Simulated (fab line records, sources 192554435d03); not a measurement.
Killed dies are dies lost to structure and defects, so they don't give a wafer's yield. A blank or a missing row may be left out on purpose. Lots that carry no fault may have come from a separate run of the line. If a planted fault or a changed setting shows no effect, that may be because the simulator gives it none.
Struck lot and sound lot, side by side + flow n5-finfet + 18 steps out of a route of 1938
Sound: these wafers, L632.3, L632.4, L632.5. Struck: wafer L642.4. (L642.2 of the same lot was not struck and is left out.) The cause comes at the end.
At each step with rows: each side's tool, then ch and its chambers, then its first start. Under that, the readings that differ: sound wafers + struck wafers + difference of the means + sigmas: that difference in standard deviations of wafers without a fault.
alike: a reading whose means differ by less than 2 such deviations, as well as words and numbers matching on both sides. not compared: withheld readings; readings where some wafer has no value; bounds like >300 that might hide an equal value; numbers whose values overlap and for which the record gives no deviation.
Wherever a step has rows on one side only, a row that says differs or no value, or a row with sigmas, the two part there. Numbers that don't overlap but have no deviation are shown without sigmas and don't part them. A reading missing from all wafers of one side parts the sides only when that side holds two or more wafers.

N5_DUMMY_GATE_DESCUM_20: chemistry O2, time 6.2 s.
  sound on rie-diel-05 ch 0,2, day 4 03:29; struck on rie-diel-06 ch 0, day 6 19:26
  alike: drypump-motor-current-A, oes-product-au, rf-vpp-V, showerhead-plenum-p-Torr, throttle-valve-pct
  not compared: rf-hours-counter-h
N5_DUMMY_GATE_ETCH_29: etches underlayer in N2/H2, target depth 13 nm.
  sound on rie-diel-05 ch 0,2, day 4 03:34; struck on rie-diel-06 ch 0, day 6 19:29
| reading                | sound             | struck | difference | sigmas |
|------------------------|-------------------|--------|------------|--------|
| throttle-valve-pct (%) | 18.19 17.89 17.88 | 17.59  | -0.40      | -2     |
  alike: drypump-motor-current-A, oes-product-au, rf-vpp-V, showerhead-plenum-p-Torr
  not compared: rf-hours-counter-h
then, 6 steps without rows for these wafers: N5_DUMMY_GATE_ETCH_36 (etches SiARC in CF4, target depth 13 nm); N5_DUMMY_GATE_ETCH_37 (etches SOC in N2/H2, target depth 60 nm, overetch 30 nm); N5_DUMMY_GATE_STRIP_38 (strips in N2/H2); N5_DUMMY_GATE_STRIP_39 (strips in N2/H2); N5_DUMMY_GATE_TRIM_49 (chemistry O2, time 29 s, target cd 14 nm); N5_DUMMY_GATE_STRIP_40 (strips in CF4).
N5_DUMMY_GATE_CD_MEAS_50 targets a cd of 14 nm.
  sound on cd-sem-03 at day 4 03:52; struck on cd-sem-02 at day 6 19:49
  alike: cd-nm
N5_DUMMY_GATE_ETCH_31: etches SiO2 in C4F6/O2, target depth 82.5 nm, time 27.5 s.
  sound on rie-diel-05 ch 0,3, day 4 03:55; struck on rie-diel-01 ch 3, day 6 19:51
| reading                     | sound       | struck | difference | sigmas |
|-----------------------------|-------------|--------|------------|--------|
| drypump-motor-current-A (A) | 6.7 4.9 6.7 | 4.7    | -1.4       | -2     |
  alike: oes-product-au, rf-vpp-V, showerhead-plenum-p-Torr, throttle-valve-pct
  not compared: rf-hours-counter-h
then, 1 step without rows for these wafers: N5_DUMMY_GATE_STRIP_41 (strips in O2).
N5_DUMMY_GATE_HM_OPEN_21: chemistry CH3F/O2, target SiNx, target depth 120 nm, time 171.4 s.
  sound on rie-diel-05 ch 0,3, day 4 04:00; struck on rie-diel-01 ch 3, day 6 19:56
| reading                     | sound       | struck | difference | sigmas |
|-----------------------------|-------------|--------|------------|--------|
| drypump-motor-current-A (A) | 6.7 4.9 6.7 | 4.7    | -1.4       | -2     |
  alike: oes-product-au, rf-vpp-V, showerhead-plenum-p-Torr, throttle-valve-pct
  not compared: rf-hours-counter-h
N5_DUMMY_GATE_ETCH_32: etches SiO2 in CF4, target depth 3.5 nm, time 3.9 s.
  sound on rie-si-05 ch 1,2,3, day 4 04:10; struck on rie-si-05 ch 3, day 6 20:06
| reading                                       | sound             | struck | difference | sigmas |
|-----------------------------------------------|-------------------|--------|------------|--------|
| oes-product-au (a.u.)                         | 0.990 1.036 1.001 | 1.245  | +0.236     | +15    |
| model.etch.depth-nm (nm)                      | 3.523 3.612 3.353 | 4.919  | +1.423     |        |
| model.SiO2_of_DUMMY_GATE_PECVD_30.thk-nm (nm) | 41.6 43 43        | 40.2   | -2.3       |        |
  alike: drypump-motor-current-A, throttle-valve-pct
  not compared: rf-hours-counter-h
N5_DUMMY_GATE_ETCH_23: etches poly-Si in HBr/Cl2/O2, target depth 41 nm, time 22.3 s.
  sound on rie-si-05 ch 1,2,3, day 4 04:11; struck on rie-si-05 ch 3, day 6 20:08
  alike: drypump-motor-current-A, oes-product-au, throttle-valve-pct
  not compared: rf-hours-counter-h
N5_DUMMY_GATE_ETCH_44: etches poly-Si in HBr/O2, stops on SiO2, target depth 127.5 nm.
  sound on rie-si-05 ch 1,2,3, day 4 04:15; struck on rie-si-05 ch 3, day 6 20:11
| reading                                       | sound        | struck | difference | sigmas |
|-----------------------------------------------|--------------|--------|------------|--------|
| model.SiO2_of_DUMMY_GATE_PECVD_30.thk-nm (nm) | 38 39.4 39.4 | 36.8   | -2.1       |        |
  alike: drypump-motor-current-A, oes-product-au, throttle-valve-pct
  not compared: rf-hours-counter-h
N5_DUMMY_GATE_CD_MEAS_24 targets a cd of 15 nm.
  sound on cd-sem-02 at day 4 04:22; struck on cd-sem-02 at day 6 20:18
  alike: cd-nm
-- the record jumps here: 7 days lie between the struck wafers' starts before and after (it left off in module DUMMY_GATE and takes up again in module BEOL_M4, whose first step shown is number 1111 of the route) --
N5_BEOL_M4_RC_MEAS_101:
  sound on prober-01 ch 0, day 9 00:59; struck on prober-01 ch 0, day 13 14:31
| reading        | sound          | struck | difference | sigmas |
|----------------|----------------|--------|------------|--------|
| IOFF_P (nA/um) | 0.24 0.19 0.25 | 0.13   | -0.10      | -3     |
| VT_P (mV)      | -249 -248 -244 | -259   | -12        | -4     |
  alike: DIBL_N, DIBL_P, IOFF_N, ION_N, ION_P, SS_N, SS_P, VT_N
after that, 1 step had no rows for these wafers: N5_PASSIVATION_PROBE_49.

WHERE THEY PART
Earliest at N5_DUMMY_GATE_ETCH_29; latest, in this record, at N5_BEOL_M4_RC_MEAS_101.

WHY: what had been put in by the simulator
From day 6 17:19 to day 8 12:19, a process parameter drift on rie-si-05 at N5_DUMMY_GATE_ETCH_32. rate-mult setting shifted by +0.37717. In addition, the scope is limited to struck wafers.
